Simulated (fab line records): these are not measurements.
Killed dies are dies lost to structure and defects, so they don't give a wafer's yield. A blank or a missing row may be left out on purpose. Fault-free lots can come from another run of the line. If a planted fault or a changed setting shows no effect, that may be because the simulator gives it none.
fab line records	flow n5_finfet
[record] lots = 12	wafers = 31	last_day = 17
route steps=1938 shown PMOS_HMC_CHANNEL_EPI@87 BEOL_M4@1102 PASSIVATION@1936
lots with no fault: from the same line, run without faults
start_h: start of the lot's first displayed wafer, in hours after the record's first day	wait_h: time in hours since the lot's previous step	" same as the row above	L1.1+2: a row that stands for several wafers	- no value present, or no start provided	* or withheld: withheld	< > ~ a bound
route shown NAME@n: NAME is a module with steps in the file, n the number in the route of the first one	usual: the fault-free wafers' mean and standard deviation	same: alike in all rows	chamber/n: place in a boat	sites: each site's reading	_std_site: standard deviation across them	_edge_site: mean of outer sites minus mean of inner sites	radius_mm: how far each site lies from the wafer's centre	mask NAME#n: copy n	behind: the most recent tool/chamber to have shaped the wafer	hold: the reason the lot was held/the length of the hold in hours/how it ended	device: whichever transistor did not switch (one of n, p or np)	end of line: tests run on the same wafers once the route is complete	a step with no rows: only its recipe	killed: dies lost to structure and defects at the first sort, not the wafer's yield	map: the dies of a wafer, with x for killed, . for not killed, _ for no die there
set.NAME: the run value of the setting; set.NAME@STEP: its run value at that earlier step	model.NAME: the simulator's own value behind a step, which no gauge read
route steps across a sampled set of lots; one table per step, one row per wafer
services: when a tool's chamber went out of use (start_h, in hours from the record's first day, below 0 if earlier), for how many hours, and the reason
[[steps]]
[step N5_PMOS_HMC_CHANNEL_EPI_EPI_26]
[recipe] material = Si	target_thk_a = 38	temp_c = 650	precursor = SiH4/H2	pressure_torr = 20	time_s = 22.7
[usual] chamber_pressure_Torr = 20.01/0.044	throttle_valve_pct = 11.24/0.21
lot.wafer	tool	chamber	start_h	wait_h	chamber_pressure_Torr	throttle_valve_pct
L168.1	epi_rpcvd-04	0	19.68	0.0	19.96	11.42
L168.2	"	0	"	"	19.96	11.60
L169.2	epi_rpcvd-04	0	27.03	0.1	20.02	11.27
L169.3	"	0	"	"	20.06	11.27
L169.6	"	0	"	"	20.10	11.25
L170.1	epi_rpcvd-04	0	31.52	0.0	20.04	11.20
L170.3	"	0	"	"	20.06	11.05
L171.2	epi_rpcvd-04	0	38.35	0.1	20.00	11.44
L171.3	"	0	"	"	19.99	11.62
L171.6	"	0	"	"	20.00	11.45
L172.1	epi_rpcvd-03	0	44.10	0.0	19.99	11.22
L172.2	"	0	"	"	20.03	10.95
L172.5	"	0	"	"	19.96	10.88
L173.1	epi_rpcvd-04	0	49.89	0.0	20.03	11.24
L173.5	"	0	"	"	20.10	11.39
L173.6	"	0	"	"	20.12	11.35
L174.1	epi_rpcvd-03	0	55.79	0.0	20.06	10.94
L174.2	"	0	"	"	20.01	10.86
L174.6	"	0	"	"	20.00	10.84
L176.1	epi_rpcvd-03	0	67.97	0.0	19.99	10.81
L176.3	"	0	"	"	20.07	11.05
L182.1	epi_rpcvd-01	0	103.58	0.0	20.01	11.11
L182.5	"	0	"	"	20.05	11.27
L182.6	"	0	"	"	20.06	10.99
L185.1	epi_rpcvd-04	0	122.14	0.0	19.95	11.35
L185.2	"	0	"	"	20.03	11.53
L185.4	"	0	"	"	20.03	11.18
L186.3	epi_rpcvd-01	0	128.39	0.2	19.89	11.28
L186.4	"	0	"	"	19.95	11.22
L188.2	epi_rpcvd-01	0	139.87	0.1	19.95	11.18
L188.5	"	0	"	"	20.08	11.17
[step N5_BEOL_M4_ANNEAL_51]
[recipe] temp_c = 225	time_s = 90	ambient = N2
[usual] wafer_temp_C_max = 225.84/0.25
lot.wafer	tool	chamber	start_h	wait_h	wafer_temp_C_max
L168.1	rtp_anneal-02	0	163.97	0.2	225.88
L168.2	"	0	"	"	225.56
L169.2	rtp_anneal-02	0	167.02	0.1	225.93
L169.3	"	0	"	"	225.96
L169.6	"	0	"	"	225.67
L170.1	rtp_anneal-01	0	171.32	0.1	226.34
L170.3	"	0	"	"	225.91
L171.2	rtp_anneal-02	0	192.50	0.1	225.85
L171.3	"	0	"	"	225.78
L171.6	"	0	"	"	225.57
L172.1	rtp_anneal-02	0	199.26	0.1	225.87
L172.2	"	0	"	"	225.92
L172.5	"	0	"	"	225.92
L173.1	rtp_anneal-01	0	201.76	0.1	225.77
L173.5	"	0	"	"	225.71
L173.6	"	0	"	"	225.76
L174.1	rtp_anneal-02	0	203.55	0.1	225.54
L174.2	"	0	"	"	225.47
L174.6	"	0	"	"	225.96
L176.1	rtp_anneal-02	0	221.93	0.1	225.60
L176.3	"	0	"	"	225.49
L182.1	rtp_anneal-02	0	244.74	0.1	225.20
L182.5	"	0	"	"	225.58
L182.6	"	0	"	"	225.45
L185.1	rtp_anneal-02	0	275.82	0.1	225.68
L185.2	"	0	"	"	225.62
L185.4	"	0	"	"	225.80
L186.3	rtp_anneal-02	0	279.60	0.1	225.54
L186.4	"	0	"	"	225.79
L188.2	rtp_anneal-02	0	299.22	0.1	225.93
L188.5	"	0	"	"	225.72
[step N5_BEOL_M4_CO_CAP_55]
[recipe] material = Co	target_thk_a = 20	temp_c = 200	precursor = CCTBA/H2	pressure_torr = 30	time_s = 102.1
[usual] chamber_pressure_Torr = 30.00/0.063	heater_power_w = 233/24
lot.wafer	tool	chamber	start_h	wait_h	chamber_pressure_Torr	heater_power_w
L168.1	cvd_co-02	2	164.64	0.0	30.04	253
L168.2	"	1	"	"	29.99	233
L169.2	cvd_co-02	0	167.65	0.0	30.00	261
L169.3	"	1	"	"	29.99	228
L169.6	"	1	"	"	30.07	223
L170.1	cvd_co-02	1	171.99	0.0	30.02	228
L170.3	"	2	"	"	30.01	253
L171.2	cvd_co-02	2	193.13	0.0	29.97	256
L171.3	"	1	"	"	29.97	230
L171.6	"	1	"	"	29.97	228
L172.1	cvd_co-02	2	199.93	0.0	29.90	248
L172.2	"	1	"	"	29.96	227
L172.5	"	1	"	"	29.98	230
L173.1	cvd_co-01	0	202.49	0.0	30.05	249
L173.5	"	2	"	"	30.06	199
L173.6	"	1	"	"	30.13	199
L174.1	cvd_co-02	1	204.22	0.0	29.95	231
L174.2	"	0	"	"	30.00	264
L174.6	"	2	"	"	29.93	250
L176.1	cvd_co-02	2	222.60	0.0	29.96	253
L176.3	"	0	"	"	30.04	257
L182.1	cvd_co-01	0	245.41	0.0	29.94	239
L182.5	"	0	"	"	30.00	250
L182.6	"	1	"	"	30.01	205
L185.1	cvd_co-02	2	276.49	0.0	29.99	255
L185.2	"	1	"	"	30.08	228
L185.4	"	0	"	"	29.97	264
L186.3	cvd_co-01	1	280.19	0.0	30.01	197
L186.4	"	2	"	"	29.95	202
L188.2	cvd_co-01	1	299.84	0.0	30.01	199
L188.5	"	0	"	"	30.11	245
[step N5_BEOL_M4_INSPECT_59]
[recipe] inspect_instrument = darkfield	mode = post_dep
[usual] raw_defect_count = 67/23
lot.wafer	tool	chamber	start_h	wait_h	raw_defect_count
L168.1	defect_inspect-02	-	164.85	0.0	126
L168.2	"	-	"	"	97
L169.2	defect_inspect-01	-	167.86	0.0	47
L169.3	"	-	"	"	78
L169.6	"	-	"	"	75
L170.1	defect_inspect-01	-	172.20	0.0	34
L170.3	"	-	"	"	53
L171.2	defect_inspect-02	-	193.34	0.0	37
L171.3	"	-	"	"	44
L171.6	"	-	"	"	35
L172.1	defect_inspect-01	-	200.14	0.0	138
L172.2	"	-	"	"	90
L172.5	"	-	"	"	72
L173.1	defect_inspect-01	-	202.70	0.0	83
L173.5	"	-	"	"	58
L173.6	"	-	"	"	87
L174.1	defect_inspect-02	-	204.46	0.0	83
L174.2	"	-	"	"	61
L174.6	"	-	"	"	56
L176.1	defect_inspect-02	-	222.84	0.0	112
L176.3	"	-	"	"	121
L182.1	defect_inspect-01	-	245.62	0.0	47
L182.5	"	-	"	"	77
L182.6	"	-	"	"	85
L185.1	defect_inspect-02	-	276.73	0.0	82
L185.2	"	-	"	"	49
L185.4	"	-	"	"	72
L186.3	defect_inspect-01	-	280.43	0.0	60
L186.4	"	-	"	"	39
L188.2	defect_inspect-01	-	300.05	0.0	42
L188.5	"	-	"	"	58
[step N5_BEOL_M4_RC_MEAS_101]
[usual] CJ_N = 4.37/0.099	DIBL_N = 36.3/1.6	DIBL_P = 36.2/2	IOFF_N = 0.160/0.028	IOFF_P = 0.21/0.036	ION_N = 677/11	ION_P = 465/6.9	SS_N = 71.5/0.55	SS_P = 73.3/0.64	VT_N = 250/3	VT_P = -250/3.5
lot.wafer	tool	chamber	start_h	wait_h	CJ_N	DIBL_N[mV/V]	DIBL_P[mV/V]	IOFF_N[nA/um]	IOFF_P[nA/um]	ION_N[uA/um]	ION_P[uA/um]	SS_N[mV/dec]	SS_P[mV/dec]	VT_N[mV]	VT_P[mV]
L168.1	prober-01	0	164.88	0.0	4.45	40.7	40.5	0.246	0.30	688	472	71.9	73.7	243	-246
L168.2	"	0	"	"	4.38	39.1	38.7	0.186	0.25	671	466	72.2	74.2	247	-248
L169.2	prober-02	0	168.04	0.2	4.21	35.3	35.1	0.145	0.20	682	464	70.8	72.4	250	-248
L169.3	"	0	"	"	4.38	36.1	35.6	0.159	0.21	679	471	70.7	72.5	248	-247
L169.6	"	0	"	"	4.37	36.5	36.0	0.167	0.22	675	462	70.7	72.9	249	-251
L170.1	prober-01	0	172.22	0.0	4.31	32.7	32.0	0.112	0.15	668	454	70.4	72.0	253	-257
L170.3	"	0	"	"	4.42	35.3	35.6	0.149	0.19	671	462	71.5	72.9	249	-253
L171.2	prober-01	0	193.52	0.2	4.33	37.0	35.5	0.146	0.23	678	464	71.7	72.9	249	-247
L171.3	"	0	"	"	4.41	38.2	37.4	0.175	0.26	678	474	71.3	73.4	247	-245
L171.6	"	0	"	"	4.46	39.1	37.2	0.185	0.27	683	467	72.3	73.3	247	-243
L172.1	prober-01	0	200.16	0.0	4.24	33.3	33.7	0.114	0.15	660	456	70.6	72.6	256	-255
L172.2	"	0	"	"	4.46	34.5	34.8	0.136	0.17	679	470	70.5	72.8	255	-252
L172.5	"	0	"	"	4.42	34.5	33.9	0.139	0.16	669	457	71.2	73.1	252	-254
L173.1	prober-02	0	202.72	0.0	4.51	37.8	37.0	0.155	0.22	679	473	71.5	73.6	251	-249
L173.5	"	0	"	"	4.51	38.3	36.7	0.152	0.22	662	469	71.8	73.4	253	-248
L173.6	"	0	"	"	4.38	40.5	40.7	0.222	0.30	699	477	72.4	74.5	246	-244
L174.1	prober-01	0	204.48	0.0	4.35	37.1	36.7	0.159	0.21	679	467	72.0	73.0	250	-252
L174.2	"	0	"	"	4.35	37.2	35.5	0.166	0.20	671	459	72.2	72.8	247	-250
L174.6	"	0	"	"	4.33	36.6	35.7	0.150	0.19	683	461	71.2	72.2	249	-250
L176.1	prober-01	0	222.86	0.0	4.30	34.8	33.0	0.131	0.20	651	456	71.4	72.0	253	-250
L176.3	"	0	"	"	4.31	36.5	35.5	0.164	0.24	671	465	71.7	73.1	249	-245
L182.1	prober-01	0	245.65	0.0	4.46	37.1	37.1	0.172	0.22	685	467	71.9	73.7	251	-254
L182.5	"	0	"	"	4.41	36.4	36.7	0.171	0.21	678	462	72.1	73.8	249	-251
L182.6	"	0	"	"	4.49	37.3	37.1	0.188	0.21	676	463	71.7	73.6	249	-252
L185.1	prober-02	0	276.75	0.0	4.37	34.3	35.0	0.128	0.18	662	465	71.2	72.5	253	-251
L185.2	"	0	"	"	3.80	33.3	34.7	0.115	0.17	662	455	71.3	72.7	255	-254
L185.4	"	0	"	"	4.17	35.6	37.1	0.155	0.21	689	472	71.4	73.0	249	-252
L186.3	prober-01	0	280.76	0.3	4.45	36.1	36.7	0.142	0.19	666	457	71.4	73.5	254	-251
L186.4	"	0	"	"	4.53	34.9	35.5	0.133	0.18	673	463	71.2	72.8	252	-251
L188.2	prober-01	0	300.23	0.2	4.29	33.4	31.5	0.118	0.16	669	455	71.0	72.4	252	-255
L188.5	"	0	"	"	4.27	32.2	30.3	0.107	0.15	668	461	69.9	72.7	255	-254
[step N5_PASSIVATION_PROBE_49]
[usual] defect_limited_yield = 91.2/1.5	killed_at_M0_to_M3 = 36/10	killed_at_M4_up = 13/6	killed_at_contacts = 11/5.2	killed_at_front_end = 40/11	killed_at_other = 3.1/2.9	killed_dies = 104/17	killed_open = 66/12	killed_short = 34/7.7	sort_bin_5_function = 5.1/0.91	sort_bin_6_memory = 3.2/0.67	sort_n_pass = 1076/17	sort_yield_pct = 91.2/1.5
[same] gross_dies = 1180	killed_at_back_side = 0	sort_bin_4_leakage[%] = 0	sort_bin_8_speed[%] = 0
lot.wafer	tool	chamber	start_h	wait_h	defect_limited_yield[%]	killed_at_M0_to_M3	killed_at_M4_up	killed_at_contacts	killed_at_front_end	killed_at_other	killed_dies	killed_open	killed_short	sort_bin_5_function[%]	sort_bin_6_memory[%]	sort_n_pass	sort_yield_pct[%]
L171.2	prober-02	-	299.51	0.1	92.4	23	17	16	28	6	90	51	34	4.5	3.0	1090	92.4
L171.3	prober-02	-	299.56	0.1	91.7	34	21	10	32	1	98	60	35	5.5	2.6	1082	91.7
L171.6	prober-02	-	299.71	0.3	90.9	34	22	18	30	3	107	73	32	5.3	3.7	1073	90.9
L173.1	prober-02	-	306.24	0.0	89.6	40	17	5	53	8	123	59	47	5.3	3.9	1057	89.6
L173.5	prober-02	-	306.44	0.2	88.0	43	17	4	74	4	142	94	38	6.9	4.3	1038	88.0
L173.6	prober-02	-	306.49	0.3	89.3	65	7	7	46	1	126	69	53	6.1	4.3	1054	89.3
L182.1	prober-02	-	355.48	0.0	93.5	26	11	8	32	0	77	53	21	4.2	1.9	1103	93.5
L182.5	prober-02	-	355.68	0.2	92.4	34	12	10	34	0	90	60	29	4.7	2.6	1090	92.4
L182.6	prober-02	-	355.73	0.3	90.5	37	14	15	46	0	112	71	41	5.8	3.6	1068	90.5
L185.1	prober-01	-	374.69	0.0	87.1	60	15	17	59	1	152	103	42	7.8	4.2	1028	87.1
L185.2	prober-01	-	374.74	0.1	90.3	56	11	5	42	0	114	82	31	5.6	3.6	1066	90.3
L185.4	prober-01	-	374.84	0.2	89.2	45	11	6	57	8	127	86	39	6.3	4.2	1053	89.2
L186.3	prober-01	-	388.77	0.1	90.4	43	12	17	41	0	113	73	36	5.1	3.8	1067	90.4
L186.4	prober-01	-	388.82	0.2	93.2	28	8	10	33	1	80	51	26	3.9	2.7	1100	93.2
// killed by level:class
L171.2 FIN_SAQP:geometric_particle:open=11 MOL_CONTACT_COAG:geometric_particle:open=8 MOL_CONTACT_COAG:geometric_particle:short=7 BEOL_M4:geometric_particle:open=7 BEOL_M3:geometric_particle:open=6 FIN_SAQP:geometric_particle:short=4 BEOL_M0_SAQP:geometric_particle:short=4 STARTING-WAFER:geometric_particle:open=4
L171.3 FIN_SAQP:geometric_particle:short=11 BEOL_M0_SAQP:geometric_particle:short=10 FIN_SAQP:geometric_particle:open=9 MOL_CONTACT_COAG:geometric_particle:open=9 BEOL_M0_SAQP:geometric_particle:open=9 BEOL_M1:geometric_particle:open=8 BEOL_M4:geometric_particle:open=5 BEOL_M6:geometric_particle:open=4
L171.6 MOL_CONTACT_COAG:geometric_particle:open=15 FIN_SAQP:geometric_particle:open=9 BEOL_M4:geometric_particle:open=7 BEOL_M0_SAQP:geometric_particle:short=6 BEOL_M1:geometric_particle:open=6 BEOL_M3:geometric_particle:open=6 BEOL_M0_SAQP:geometric_particle:open=5 BEOL_M4:geometric_particle:short=4
L173.1 BEOL_M0_SAQP:geometric_particle:open=14 BEOL_M0_SAQP:geometric_particle:short=14 HKMG_FIN:area_etch=9 GATE_CUT:geometric_particle:short=8 FIN_SAQP:geometric_particle:short=7 FIN_SAQP:geometric_particle:open=6 GATE_CUT:geometric_particle:open=6 BEOL_M4:geometric_particle:open=5
L173.5 FIN_SAQP:geometric_particle:open=27 BEOL_M0:geometric_particle:open=12 FIN_SAQP:geometric_particle:short=10 GATE_CUT:geometric_particle:open=8 BEOL_M0_SAQP:geometric_particle:open=8 BEOL_M3:geometric_particle:open=8 HKMG_FIN:area_etch=8 BEOL_M0_SAQP:geometric_particle:short=6
L173.6 BEOL_M0_SAQP:geometric_particle:open=26 BEOL_M0_SAQP:geometric_particle:short=23 FIN_SAQP:geometric_particle:short=9 FIN_SAQP:geometric_particle:open=7 DUMMY_GATE:geometric_particle:open=5 MOL_CONTACT_COAG:geometric_particle:open=5 STARTING-WAFER:geometric_particle:open=4 BEOL_M0:geometric_particle:open=4
L182.1 STARTING-WAFER:geometric_particle:short=8 FIN_SAQP:geometric_particle:open=7 MOL_CONTACT_COAG:geometric_particle:open=7 STI_FIN_REVEAL:geometric_particle:open=5 BEOL_M0_SAQP:geometric_particle:open=5 BEOL_M4:geometric_particle:open=5 BEOL_M2:geometric_particle:open=4 BEOL_M3:geometric_particle:open=4
L182.5 BEOL_M0_SAQP:geometric_particle:open=10 FIN_SAQP:geometric_particle:open=9 MOL_CONTACT_COAG:geometric_particle:open=9 FIN_SAQP:geometric_particle:short=8 BEOL_M2:geometric_particle:short=6 BEOL_M4:geometric_particle:open=6 BEOL_M0_SAQP:geometric_particle:short=5 BEOL_M0:geometric_particle:open=5
L182.6 STI_FIN_REVEAL:geometric_particle:open=11 FIN_SAQP:geometric_particle:short=10 MOL_CONTACT_COAG:geometric_particle:open=9 BEOL_M2:geometric_particle:open=8 DUMMY_GATE:geometric_particle:open=7 BEOL_M1:geometric_particle:open=7 BEOL_M0_SAQP:geometric_particle:open=6 MOL_CONTACT_COAG:geometric_particle:short=6
L185.1 BEOL_M2:geometric_particle:open=16 STI_FIN_REVEAL:geometric_particle:open=15 MOL_CONTACT_COAG:geometric_particle:open=13 FIN_SAQP:geometric_particle:open=11 BEOL_M0_SAQP:geometric_particle:short=11 DUMMY_GATE:geometric_particle:open=9 BEOL_M3:geometric_particle:open=9 BEOL_M4:geometric_particle:open=7
L185.2 BEOL_M3:geometric_particle:open=13 BEOL_M2:geometric_particle:open=12 STI_FIN_REVEAL:geometric_particle:open=11 BEOL_M0_SAQP:geometric_particle:open=10 BEOL_M0_SAQP:geometric_particle:short=8 BEOL_M1:geometric_particle:open=8 FIN_SAQP:geometric_particle:short=6 STI_FIN_REVEAL:geometric_particle:short=6
L185.4 BEOL_M1:geometric_particle:open=14 STI_FIN_REVEAL:geometric_particle:open=13 FIN_SAQP:geometric_particle:open=12 BEOL_M3:geometric_particle:open=10 STI_FIN_REVEAL:geometric_particle:short=7 DUMMY_GATE:geometric_particle:open=6 BEOL_M0_SAQP:geometric_particle:short=6 STARTING-WAFER:geometric_particle:short=6
L186.3 FIN_SAQP:geometric_particle:open=14 MOL_CONTACT_COAG:geometric_particle:open=13 BEOL_M0_SAQP:geometric_particle:short=11 FIN_SAQP:geometric_particle:short=10 BEOL_M0_SAQP:geometric_particle:open=9 BEOL_M2:geometric_particle:open=9 BEOL_M4:geometric_particle:open=6 DUMMY_GATE:geometric_particle:open=5
L186.4 FIN_SAQP:geometric_particle:open=12 FIN_SAQP:geometric_particle:short=12 MOL_CONTACT_COAG:geometric_particle:open=7 BEOL_M3:geometric_particle:open=7 BEOL_M2:geometric_particle:open=5 BEOL_M0_SAQP:geometric_particle:open=4 BEOL_M0_SAQP:geometric_particle:short=3 BEOL_M1:geometric_particle:open=3
[[services]]
tool	chamber	start_h	hours	kind
cvd_co-02	2	3.99	8.3	repair
cvd_co-01	-	38.86	1.3	repair
cvd_co-01	2	56.87	24.9	repair
cvd_co-01	-	75.80	0.6	repair
rtp_anneal-01	-	98.07	3.4	pm
cvd_co-01	0	108.77	8.2	repair
cvd_co-02	-	112.32	0.3	repair
cvd_co-01	1	112.68	5.7	repair
cvd_co-01	1	118.40	-	clean
cvd_co-01	1	118.40	22.0	scheduled_down
cvd_co-01	1	118.40	22.0	vent_cycle
cvd_co-01	0	163.50	9.1	repair
epi_rpcvd-03	-	178.45	0.8	repair
epi_rpcvd-01	-	186.90	4.7	repair
rtp_anneal-02	-	236.21	4.7	pm
epi_rpcvd-01	-	238.30	8.1	pm
epi_rpcvd-01	-	260.25	1.9	repair
epi_rpcvd-01	-	272.17	0.5	pm
epi_rpcvd-03	-	274.93	1.5	repair
[[key]]
[first_sign] step = N5_BEOL_M4_RC_MEAS_101	reading = CJ_N	direction = down	sigmas = 5.7	usual = 4.37	struck = 3.80
effect none on later readings
met_at N5_PMOS_HMC_CHANNEL_EPI_EPI_26
struck_lots L185
struck_wafers L185.2
not_acting_at N5_BEOL_M4_ANNEAL_51,N5_BEOL_M4_CO_CAP_55,N5_BEOL_M4_INSPECT_59
onset_between 49.89 122.14
[fault] kind = process_parameter_drift	tool = epi_rpcvd-04	chamber = -	onset_h = 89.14	steps = N5_PMOS_HMC_CHANNEL_EPI_EPI_26	channel = time_s	offset = *	shape = step	end_h = 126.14	scope = struck_wafers_only	acts_in = *	stated = *
